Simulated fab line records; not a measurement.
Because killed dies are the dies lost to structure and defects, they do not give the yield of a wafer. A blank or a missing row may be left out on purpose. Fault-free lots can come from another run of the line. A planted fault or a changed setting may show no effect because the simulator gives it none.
Which tool is to blame?	flow n5 finfet	23 lots, 69 wafers sampled, at 6 steps of a route of 1938

## WHAT THE GAUGES SHOWED, per wafer
N5_BEOL_M1_CD_MEAS_18: pitch 36 nm, target cd 18 nm.
lot	measured	on	cd nm (nm)
L075	day 6 10:40	cd sem-03	17.9 17.9 18.2
L076	day 6 10:20	cd sem-02	17.9 18.7 18.0
L077	day 6 20:11	cd sem-03	18.2 18.1 17.8
L078	day 7 01:34	cd sem-01	17.9 17.9 17.8
L079	day 7 08:49	cd sem-01	18.0 17.4 17.5
L080	day 7 14:27	cd sem-01	17.9 17.9 17.5
L081	day 7 22:52	cd sem-03	17.3 17.6 17.7
L082	day 8 00:02	cd sem-03	17.6 17.8 17.6
L083	day 8 09:43	cd sem-01	18.0 18.3 17.7
L084	day 8 17:01	cd sem-03	18.2 17.9 18.1
L085	day 8 22:14	cd sem-02	17.5 17.8 17.3
L087	day 10 05:07	cd sem-03	18.3 18.1 18.3
L086	day 10 13:11	cd sem-03	17.8 17.9 18.3
L089	day 10 14:44	cd sem-02	17.8 17.8 17.9
L090	day 10 18:20	cd sem-02	17.8 18.3 18.4
L088	day 10 17:50	cd sem-01	18.1 18.3 18.2
L093	day 11 14:26	cd sem-01	17.2 18.1 18.0
L091	day 11 19:13	cd sem-03	18.3 18.3 18.0
L094	day 11 20:03	cd sem-02	17.9 18.4 18.6
L095	day 11 20:34	cd sem-01	18.3 18.2 18.4
L092	day 11 20:53	cd sem-01	18.2 18.3 18.1
L096	day 11 21:01	cd sem-02	17.9 18.5 17.8
L097	day 12 09:31	cd sem-02	18.4 18.1 18.1

## WHICH TOOL RAN EACH LOT (tool, then ch and the chambers of the sampled wafers, then the start)
lot	N5_BEOL_M0_SAQP_HM_OPEN_112	N5_BEOL_M0_SAQP_SPACER1_ALD_98	N5_BEOL_M0_SAQP_ETCH_49	N5_BEOL_M0_ANNEAL_135	N5_BEOL_M1_STRIP_66
L075	rie diel-01 ch 0,1,3, day 5 19:31	ald sin-04 ch 1,2, day 5 21:12	rie diel-03 ch 2,3, day 6 01:38	pvd sputter-02, day 6 07:21	rie diel-01 ch 1,2,3, day 6 10:17
L076	rie diel-03 ch 0,1,2, day 5 22:48	ald sin-02 ch 2,3, day 5 23:30	rie diel-02 ch 1,3, day 6 03:36	pvd sputter-01, day 6 06:49	rie diel-03 ch 0,1, day 6 09:56
L077	rie diel-02 ch 2,3, day 6 06:44	ald sin-04 ch 0,2,3, day 6 07:26	rie diel-02 ch 1,2, day 6 11:39	pvd sputter-01, day 6 17:25	rie diel-02 ch 0,1, day 6 19:58
L078	rie diel-01 ch 1,2, day 6 10:30	ald sin-02 ch 0,1,3, day 6 11:54	rie diel-02 ch 0,1,2, day 6 15:59	pvd sputter-03, day 6 22:17	rie diel-02 ch 0,1, day 7 01:21
L079	rie diel-02 ch 0,1,2, day 6 17:43	ald sin-04 ch 1,2,3, day 6 18:25	rie diel-03 ch 2,3, day 6 22:45	pvd sputter-01, day 7 03:25	rie diel-03 ch 0,1,3, day 7 08:34
L080	rie diel-02 ch 1,2,3, day 7 00:54	ald sin-02 ch 0,1,2, day 7 02:11	rie diel-01 ch 0,1, day 7 06:06	pvd sputter-03, day 7 11:40	rie diel-02 ch 0,1, day 7 14:13
L081	rie diel-02 ch 0,2, day 7 08:24	ald sin-04 ch 0,1,3, day 7 09:09	rie diel-01 ch 0,2, day 7 13:10	pvd sputter-01, day 7 18:49	rie diel-03 ch 0,2, day 7 22:38
L082	rie diel-03 ch 0,2, day 7 10:28	ald sin-01 ch 0,3, day 7 11:12	rie diel-03 ch 1,3, day 7 15:46	pvd sputter-01, day 7 21:10	rie diel-03 ch 0,1,3, day 7 23:49
L083	rie diel-01 ch 0,1, day 7 13:56	ald sin-02 ch 0,1,2, day 7 14:40	rie diel-03 ch 0,1, day 7 18:45	pvd sputter-01, day 8 07:14	rie diel-03 ch 0,1, day 8 09:29
L084	rie diel-02 ch 0,1,3, day 8 05:14	ald sin-01 ch 2,3, day 8 05:56	rie diel-02 ch 0,1,3, day 8 09:49	pvd sputter-01, day 8 13:55	rie diel-02 ch 1,2,3, day 8 16:47
L085	rie diel-03 ch 0,1,3, day 8 08:50	ald sin-04 ch 0,3, day 8 09:53	rie diel-01 ch 1,2, day 8 13:54	pvd sputter-01, day 8 17:20	rie diel-01 ch 0,2, day 8 22:01
L087	rie diel-01 ch 1,2,3, day 9 18:42	ald sin-02 ch 1,2,3, day 9 19:24	rie diel-01 ch 0,1,3, day 9 23:44	pvd sputter-02, day 10 02:44	rie diel-01 ch 0,1,2, day 10 04:53
L086	rie diel-02 ch 0,2,3, day 9 23:59	ald sin-02 ch 0,1,3, day 10 00:40	rie diel-02 ch 0,1,2, day 10 06:25	pvd sputter-02, day 10 09:38	rie diel-01 ch 0,2,3, day 10 12:42
L089	rie diel-03 ch 0,2,3, day 10 01:47	ald sin-04 ch 0,2,3, day 10 03:08	rie diel-03 ch 0,2,3, day 10 07:35	pvd sputter-03, day 10 11:34	rie diel-03 ch 0,1,3, day 10 14:27
L090	rie diel-02 ch 0,1,3, day 10 01:51	ald sin-04 ch 0,1,2, day 10 03:35	rie diel-03 ch 0,2,3, day 10 07:44	pvd sputter-02, day 10 14:22	rie diel-03 ch 1,2,3, day 10 18:07
L088	rie diel-03 ch 1,3, day 10 02:03	ald sin-02 ch 2,3, day 10 04:35	rie diel-02 ch 0,1,3, day 10 08:42	pvd sputter-01, day 10 13:20	rie diel-01 ch 0,1,3, day 10 17:30
L093	rie diel-01 ch 0,1, day 11 01:07	ald sin-04 ch 0,3, day 11 01:49	rie diel-03 ch 1,2,3, day 11 06:25	pvd sputter-03, day 11 11:35	rie diel-03 ch 0,1,3, day 11 14:10
L091	rie diel-01 ch 0,2, day 11 04:27	ald sin-04 ch 1,2, day 11 06:19	rie diel-01 ch 1,3, day 11 10:37	pvd sputter-02, day 11 14:45	rie diel-02 ch 0,2, day 11 18:59
L094	rie diel-02 ch 0,1,2, day 11 07:52	ald sin-04 ch 1,2, day 11 08:49	rie diel-02 ch 0,2, day 11 13:07	pvd sputter-03, day 11 16:39	rie diel-02 ch 0,2, day 11 19:44
L095	rie diel-01 ch 1,2,3, day 11 08:07	ald sin-01 ch 0,2, day 11 08:53	rie diel-03 ch 1,2,3, day 11 13:09	pvd sputter-02, day 11 16:55	rie diel-01 ch 0,1,3, day 11 20:14
L092	rie diel-01 ch 0,3, day 11 09:17	ald sin-04 ch 0,1,3, day 11 10:10	rie diel-02 ch 0,1,2, day 11 14:17	pvd sputter-01, day 11 17:51	rie diel-01 ch 0,1, day 11 20:27
L096	rie diel-02 ch 0,3, day 11 09:44	ald sin-04 ch 0,3, day 11 10:40	rie diel-03 ch 2,3, day 11 14:47	pvd sputter-02, day 11 18:06	rie diel-02 ch 0,3, day 11 20:47
L097	rie diel-02 ch 0,2,3, day 11 18:19	ald sin-02 ch 0,2,3, day 11 22:22	rie diel-02 ch 0,2,3, day 12 02:35	pvd sputter-02, day 12 06:26	rie diel-02 ch 0,1,2, day 12 09:16
- N5_BEOL_M0_SAQP_HM_OPEN_112: chemistry CHF3/O2, target SiO2, stops on a-Si, target depth 12 nm, time 13.5 s.
- N5_BEOL_M0_SAQP_SPACER1_ALD_98: deposits SiO2, target thk 12.8 nm, pulse time 1 s, purge time 2 s.
- N5_BEOL_M0_SAQP_ETCH_49: etches SiO2 in CF4/O2, target depth 37 nm.
- N5_BEOL_M0_ANNEAL_135: time 60 s.
- N5_BEOL_M1_STRIP_66: strips in CF4.

## AS READ BY THE TOOLS THEMSELVES (means over the sampled wafers that have a number; for cases with no such wafer, the mark the record gives instead)
N5_BEOL_M0_SAQP_HM_OPEN_112.
lot	tool	chamber pressure mTorr (mTorr)	drypump motor current A (A)	oes_ar_750_au (a.u.)	oes product au (a.u.)	rf vpp V (V)	showerhead plenum p Torr (Torr)	throttle valve pct (%)
L075	rie diel-01	29.997	5.9	0.83	0.54	522	2.45	18.5
L076	rie diel-03	30.014	5.6	0.78	0.50	517	2.45	18.8
L077	rie diel-02	29.985	6.3	0.70	0.46	523	2.35	19.1
L078	rie diel-01	30.010	5.7	0.92	0.60	516	2.52	18.4
L079	rie diel-02	29.989	5.7	0.79	0.51	515	2.36	19.1
L080	rie diel-02	29.983	5.9	0.70	0.46	520	2.33	19.2
L081	rie diel-02	29.973	5.9	0.86	0.56	516	2.38	18.9
L082	rie diel-03	29.999	5.5	0.77	0.49	518	2.42	18.7
L083	rie diel-01	30.017	6.0	0.90	0.58	513	2.51	18.3
L084	rie diel-02	30.019	5.7	0.77	0.51	518	2.33	19.0
L085	rie diel-03	30.033	5.8	0.82	0.53	517	2.46	18.8
L087	rie diel-01	30.028	5.6	0.90	0.58	523	2.45	18.5
L086	rie diel-02	29.998	6.1	0.84	0.55	521	2.34	18.8
L089	rie diel-03	29.997	5.8	0.81	0.52	519	2.43	18.6
L090	rie diel-02	29.975	5.7	0.76	0.49	517	2.33	19.0
L088	rie diel-03	30.003	6.2	0.79	0.50	515	2.48	19.1
L093	rie diel-01	29.998	6.0	0.85	0.55	512	2.49	18.4
L091	rie diel-01	29.960	6.0	0.82	0.54	521	2.43	18.7
L094	rie diel-02	29.984	5.7	0.84	0.54	514	2.35	18.9
L095	rie diel-01	30.012	5.6	0.87	0.56	524	2.45	18.5
L092	rie diel-01	29.983	5.7	0.88	0.57	528	2.38	18.5
L096	rie diel-02	30.010	5.8	0.82	0.53	518	2.35	18.8
L097	rie diel-02	30.002	6.1	0.83	0.54	521	2.34	18.8

N5_BEOL_M0_SAQP_SPACER1_ALD_98.
lot	tool	heater power w (W)	precursor pulse height rel
L075	ald sin-04	514	1.000
L076	ald sin-02	533	1.014
L077	ald sin-04	485	1.025
L078	ald sin-02	500	1.004
L079	ald sin-04	504	1.008
L080	ald sin-02	503	0.976
L081	ald sin-04	441	0.998
L082	ald sin-01	472	1.010
L083	ald sin-02	510	0.993
L084	ald sin-01	464	1.002
L085	ald sin-04	431	1.002
L087	ald sin-02	540	0.997
L086	ald sin-02	500	1.001
L089	ald sin-04	485	0.985
L090	ald sin-04	489	0.991
L088	ald sin-02	529	1.013
L093	ald sin-04	437	1.011
L091	ald sin-04	505	1.009
L094	ald sin-04	552	1.001
L095	ald sin-01	477	1.010
L092	ald sin-04	450	1.007
L096	ald sin-04	440	0.991
L097	ald sin-02	485	1.008

N5_BEOL_M0_SAQP_ETCH_49.
lot	tool	chamber pressure mTorr (mTorr)	drypump motor current A (A)	oes_ar_750_au (a.u.)	oes product au (a.u.)	rf vpp V (V)	showerhead plenum p Torr (Torr)	throttle valve pct (%)
L075	rie diel-03	39.99	6.3	0.92	0.91	237	2.25	15.6
L076	rie diel-02	39.99	5.9	0.72	0.70	240	2.11	16.1
L077	rie diel-02	40.01	6.0	0.70	0.70	237	2.15	16.3
L078	rie diel-02	40.00	5.7	0.80	0.79	236	2.15	16.0
L079	rie diel-03	40.01	6.1	0.83	0.82	237	2.23	15.6
L080	rie diel-01	39.98	6.3	0.86	0.86	236	2.26	15.5
L081	rie diel-01	39.99	6.0	0.86	0.86	239	2.23	15.6
L082	rie diel-03	39.98	6.3	0.81	0.80	236	2.28	16.0
L083	rie diel-03	39.98	5.6	0.76	0.76	238	2.26	16.1
L084	rie diel-02	40.00	5.7	0.78	0.77	237	2.12	15.9
L085	rie diel-01	40.03	5.7	0.87	0.88	239	2.27	15.6
L087	rie diel-01	39.97	5.9	0.88	0.87	239	2.24	15.4
L086	rie diel-02	39.99	5.7	0.85	0.85	236	2.14	15.9
L089	rie diel-03	39.97	5.8	0.81	0.79	237	2.22	15.6
L090	rie diel-03	40.01	5.8	0.81	0.80	238	2.22	15.6
L088	rie diel-02	40.03	5.7	0.77	0.76	238	2.12	15.9
L093	rie diel-03	40.01	6.2	0.78	0.76	236	2.24	15.9
L091	rie diel-01	40.02	5.7	0.88	0.88	239	2.27	15.4
L094	rie diel-02	39.96	6.1	0.91	0.92	239	2.16	15.7
L095	rie diel-03	40.02	6.2	0.78	0.77	236	2.24	15.9
L092	rie diel-02	39.97	5.7	0.84	0.84	236	2.14	15.9
L096	rie diel-03	39.98	6.3	0.83	0.81	236	2.23	15.7
L097	rie diel-02	39.96	6.1	0.83	0.83	239	2.14	15.8

N5_BEOL_M0_ANNEAL_135.
lot	tool	heater power w (W)
L075	pvd sputter-02	842
L076	pvd sputter-01	839
L077	pvd sputter-01	867
L078	pvd sputter-03	781
L079	pvd sputter-01	770
L080	pvd sputter-03	842
L081	pvd sputter-01	895
L082	pvd sputter-01	845
L083	pvd sputter-01	853
L084	pvd sputter-01	904
L085	pvd sputter-01	893
L087	pvd sputter-02	818
L086	pvd sputter-02	830
L089	pvd sputter-03	806
L090	pvd sputter-02	840
L088	pvd sputter-01	832
L093	pvd sputter-03	773
L091	pvd sputter-02	874
L094	pvd sputter-03	835
L095	pvd sputter-02	816
L092	pvd sputter-01	751
L096	pvd sputter-02	846
L097	pvd sputter-02	854

N5_BEOL_M1_STRIP_66.
lot	tool	chamber pressure mTorr (mTorr)	drypump motor current A (A)	oes product au (a.u.)	rf vpp V (V)	showerhead plenum p Torr (Torr)	throttle valve pct (%)
L075	rie diel-01	50.02	5.6	0.83	271.0	1.84	13.3
L076	rie diel-03	49.96	5.3	0.77	270.6	1.82	13.5
L077	rie diel-02	49.95	5.3	0.79	270.2	1.72	13.7
L078	rie diel-02	50.04	5.5	0.86	269.7	1.73	13.4
L079	rie diel-03	49.98	5.9	0.81	271.6	1.83	13.5
L080	rie diel-02	50.01	5.3	0.78	269.6	1.72	13.7
L081	rie diel-03	49.96	5.2	0.76	272.0	1.80	13.4
L082	rie diel-03	50.01	5.8	0.80	272.3	1.83	13.5
L083	rie diel-03	49.98	5.3	0.76	272.0	1.82	13.5
L084	rie diel-02	49.99	5.9	0.78	269.5	1.73	13.7
L085	rie diel-01	50.04	6.2	0.82	271.9	1.81	13.4
L087	rie diel-01	50.00	6.0	0.83	272.3	1.84	13.3
L086	rie diel-01	49.96	5.9	0.85	271.5	1.80	13.3
L089	rie diel-03	49.99	5.9	0.78	271.9	1.82	13.6
L090	rie diel-03	50.02	6.2	0.76	272.7	1.82	13.6
L088	rie diel-01	50.00	5.9	0.86	271.7	1.83	13.2
L093	rie diel-03	49.99	5.8	0.77	271.4	1.82	13.6
L091	rie diel-02	49.95	6.1	0.90	270.6	1.75	13.4
L094	rie diel-02	50.00	6.1	0.90	270.2	1.75	13.4
L095	rie diel-01	50.00	5.9	0.84	271.0	1.83	13.3
L092	rie diel-01	50.02	6.0	0.82	272.7	1.87	13.2
L096	rie diel-02	50.00	6.0	0.74	269.7	1.71	13.6
L097	rie diel-02	50.01	5.7	0.81	269.1	1.73	13.6

## THE ANSWER, worked out from the rows above alone
Rule: usual is defined by the lots themselves. Put in order of their means at a reading, lots are off if they are a third of the lots or fewer, leave a main group of 4 or more, and stand apart from it by a gap of 3 or more times the standard deviation of the main group's means; of several such gaps the widest counts. A main group is skipped when, at the precision printed for the reading in the tables above, its means are all equal. Also off: a lot with no number at a reading for which 4 or more lots have one. The other lots that the step has rows for count as sound. After the gauges, taken in route order, come the tools' own readings; for these a lot's mean is taken, as printed above. The first step at which some lot is off is used, and at that step the reading that is off furthest; a lot without a number counts as furthest.
No lot is off at any reading shown: from this, nothing can be told.

## WHAT THE SIMULATOR PUT IN
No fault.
